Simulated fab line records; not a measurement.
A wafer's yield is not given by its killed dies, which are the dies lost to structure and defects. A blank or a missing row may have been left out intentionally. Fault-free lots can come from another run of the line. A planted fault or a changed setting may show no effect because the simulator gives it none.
A struck lot beside a sound one / flow n5_finfet / 29 out of 1938 route steps
Sound: the wafers L881.2, L881.3, L881.5. Struck: wafer L889.3. (L889.2, L889.5 of the same lot were not struck and are left out.) The cause comes at the end.
Order at every step that has rows: each side's tool, ch and its chambers, its first start. Under that, the readings that differ: sound wafers / struck wafers / difference of the means / sigmas: that difference in standard deviations of wafers without a fault.
alike: readings with means less than 2 such deviations apart, plus words and numbers identical on both sides. not compared: withheld readings, readings lacking a value on some wafer, bounds such as >300 that could conceal the same value, and numbers that have no deviation in the record and whose values overlap.
Wherever a step has rows on one side only, a row that says differs or no value, or a row with sigmas, the two part there. Numbers that don't overlap but have no deviation are shown without sigmas and don't part them. A reading missing from all wafers of one side parts the sides only when that side holds two or more wafers.

first, 1 step without rows for these wafers: N5_MIM_BOT_LITHO_HARDBAKE_09 (time 120 s).
N5_MIM_BOT_LITHO_CD_MEAS_08 targets a cd of 3000 nm.
  sound on cd_sem-01 ch 0, day 16 00:22; struck on cd_sem-03 ch 0, day 18 20:21
  alike: cd_nm
N5_MIM_BOT_LITHO_OVL_MEAS_11:
  sound on overlay-01 ch 0, day 16 00:23; struck on overlay-02 ch 0, day 18 20:23
  alike: MIM_BOT_OVL
N5_MIM_BOT_LITHO_INSPECT_12: inspects for defects (macro).
  sound: defect_inspect-01 at day 16 00:25; struck: defect_inspect-01 at day 18 20:24
reading=raw_defect_count; sound=1 1 3; struck=5; difference=+3; sigmas=+2
then, 1 step without rows for these wafers: N5_MIM_BOT_LITHO_DESCUM_10 (chemistry O2, time 7.9 s).
N5_MIM_BOT_ETCH_ETCH_04: etches SiNx in CF4/O2, target depth 26 nm, time 13 s.
  sound on rie_diel-04 ch 0,2,3, day 16 00:47; struck on rie_diel-01 ch 1, day 18 20:32
  alike: drypump_motor_current_A, oes_product_au, rf_vpp_V, showerhead_plenum_p_Torr, throttle_valve_pct
  not compared: rf_hours_counter_h
N5_MIM_BOT_ETCH_ETCH_03: etches the open film in Cl2/BCl3, target depth 12 nm.
  sound on rie_metal-02 ch 0,1, day 16 00:52; struck on rie_metal-02 ch 1, day 18 20:40
  alike: drypump_motor_current_A, mfc_cl2_sccm, oes_product_au, throttle_valve_pct
  not compared: rf_hours_counter_h
then, 1 step without rows for these wafers: N5_MIM_BOT_ETCH_ETCH_00 (etches TiN in Cl2/BCl3, target depth 45.5 nm).
N5_MIM_BOT_ETCH_STRIP_01: strips in O2.
  sound on rie_diel-01 ch 1,2,3, day 16 01:31; struck on rie_diel-06 ch 3, day 18 20:53
reading=rf_vpp_V (V); sound=4.8 4.2 4.1; struck=7.8; difference=+3.4; sigmas=+2
  alike: drypump_motor_current_A, oes_product_au, showerhead_plenum_p_Torr, throttle_valve_pct
  not compared: rf_hours_counter_h
then, 3 steps without rows for these wafers: N5_MIM_BOT_ETCH_STRIP_02 (strips in post etch residue remover, time 1200 s); N5_MIM_BOT_ETCH_CLEAN_05 (cleans in IPA, time 180 s); N5_MIM_BOT_ETCH_SRD_06 (time 30 s).
N5_PASSIVATION_PECVD_55: deposits SiO2 from SiH4/N2O, target thk 400 nm, time 22.5 s.
  sound on pecvd-02 ch 1,2, day 16 02:01; struck on pecvd-02 ch 0, day 18 21:23
reading=showerhead_plenum_p_Torr (Torr); sound=8.17 8.08 8.15; struck=8.42; difference=+0.29; sigmas=+2
reading=model.SiO2_of_PASSIVATION_PECVD_55.thk_nm (nm); sound=392.6 392 395.2; struck=378.4; difference=-14.9; sigmas=
  alike: heater_power_w, throttle_valve_pct
then, 9 steps without rows for these wafers: N5_PASSIVATION_PECVD_01 (deposits SiNx from SiH4/NH3/N2, target thk 200 nm, time 43.2 s); N5_PASSIVATION_HMDS_03 (time 60 s); N5_PASSIVATION_COAT_04; N5_PASSIVATION_EBR_06; N5_PASSIVATION_SOFTBAKE_05 (time 90 s); N5_PASSIVATION_EXPOSE_07 (exposes mask TV, defocus 0 nm, target cd 3000 nm); N5_PASSIVATION_PEB_08; N5_PASSIVATION_DEVELOP_09 (develop time 60 s); N5_PASSIVATION_HARDBAKE_11 (time 120 s).
N5_PASSIVATION_CD_MEAS_10 targets a cd of 3000 nm.
  sound on cd_sem-01 ch 0, day 16 02:54; struck on cd_sem-03 ch 0, day 18 21:59
  alike: cd_nm
N5_PASSIVATION_OVL_MEAS_60:
  sound on overlay-02 ch 0, day 16 02:56; struck on overlay-01 ch 0, day 18 22:01
  alike: TV_OVL
N5_PASSIVATION_INSPECT_61: inspects for defects (macro).
  sound: defect_inspect-01 at day 16 02:58; struck: defect_inspect-02 at day 18 22:03
  alike: raw_defect_count
N5_PASSIVATION_DESCUM_12: chemistry O2, time 7.9 s.
  sound on rie_diel-05 ch 1,2, day 16 02:59; struck on rie_diel-02 ch 1, day 18 22:05
reading=throttle_valve_pct (%); sound=20.27 20.43 20.28; struck=20.79; difference=+0.46; sigmas=+2
  alike: drypump_motor_current_A, oes_product_au, rf_vpp_V, showerhead_plenum_p_Torr
  not compared: rf_hours_counter_h
N5_PASSIVATION_PASS_ETCH_74: etches SiNx in CF4/O2, target depth 220 nm, time 110 s.
  sound on rie_diel-05 ch 1,2, day 16 03:03; struck on rie_diel-02 ch 1, day 18 22:09
  alike: drypump_motor_current_A, oes_product_au, rf_vpp_V, showerhead_plenum_p_Torr, throttle_valve_pct
  not compared: rf_hours_counter_h
N5_PASSIVATION_VIA_ETCH_13: etches SiO2 in CHF3/O2, target depth 660 nm, time 330 s.
  sound on rie_diel-05 ch 1,2, day 16 03:09; struck on rie_diel-02 ch 1, day 18 22:14
reading=CHF3_flow_sccm (sccm); sound=49.81 50.05 50.01; struck=50.29; difference=+0.33; sigmas=+2
reading=rf_vpp_V (V); sound=527 525 527; struck=517; difference=-9; sigmas=-2
  alike: drypump_motor_current_A, etch_rf_on_time_s, oes_product_au, showerhead_plenum_p_Torr, throttle_valve_pct
  not compared: rf_hours_counter_h, model.coat_of_PASSIVATION_COAT_04.thk_nm
then, 1 step without rows for these wafers: N5_PASSIVATION_STRIP_14 (strips in O2).

== WHERE THEY PART ==
At N5_MIM_BOT_LITHO_INSPECT_12 first; at N5_PASSIVATION_VIA_ETCH_13 last (within this record only).

WHY: what had been put in by the simulator
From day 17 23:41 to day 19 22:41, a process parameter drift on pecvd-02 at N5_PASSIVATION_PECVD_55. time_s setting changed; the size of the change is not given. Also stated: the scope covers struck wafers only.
